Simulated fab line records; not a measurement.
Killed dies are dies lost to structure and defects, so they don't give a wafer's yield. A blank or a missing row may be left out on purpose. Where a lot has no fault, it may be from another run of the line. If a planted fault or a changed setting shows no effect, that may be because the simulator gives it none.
Chamber matching -- flow n5Finfet -- N5_ILD0_CMP_07 on cmp-04: 4 sister chambers
The step polishes SiO2 flowable, stops on poly-Si, t overpolish 1.18 s, target thk 138.88 nm. 8 wafers are shown with their chamber, then 8 later ones without.

## WAFERS PAIRED WITH THEIR CHAMBERS
wafer,chamber,motorCurrentA (A),headPressurePsi (psi)
L080.5,3,13.5,4.147
L085.5,2,10.4,4.155
L086.1,1,11.3,4.153
L086.4,2,10.7,4.158
L089.1,3,12.7,4.153
L089.3,1,11.8,4.132
L089.4,0,12.1,4.156
L090.4,0,12.7,4.161

## WAFERS MISSING THEIR CHAMBER
wafer,motorCurrentA (A),headPressurePsi (psi)
L090.5,12.7,4.147
L090.6,10.3,4.148
L091.1,13.7,4.155
L091.2,11.0,4.137
L091.4,11.5,4.156
L095.1,10.6,4.160
L095.3,12.4,4.151
L095.5,13.2,4.165

## WHICH CHAMBER EACH WENT THROUGH
wafer,from the rows above,in truth
L090.5,can't be placed: 3 or 0 or 1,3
L090.6,can't be placed: 2 or 1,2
L091.1,can't be placed: 3 or 0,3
L091.2,can't be placed: 1 or 2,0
L091.4,can't be placed: 1 or 0 or 2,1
L095.1,2,2
L095.3,can't be placed: 0 or 3 or 1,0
L095.5,can't be placed: 3 or 0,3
1 of 8 placed correctly. Unplaceable from these rows: 7, with the true chamber sitting among the candidates in 6. 0 placed wrongly.
How it was worked out, from the rows above alone: a wafer's distance from a chamber is the root of the sum, over the readings, of the square of ((its reading less the chamber's mean) divided by the reading's scatter). If the next closest chamber is less than 2 further off than the closest, the wafer can't be placed; otherwise it belongs to the closest. The mean given for a chamber averages the wafers shown for that chamber. The scatter is the square root of a quotient: the sum, over the shown wafers, of each reading's squared deviation from its chamber's mean, divided by wafers minus chambers.
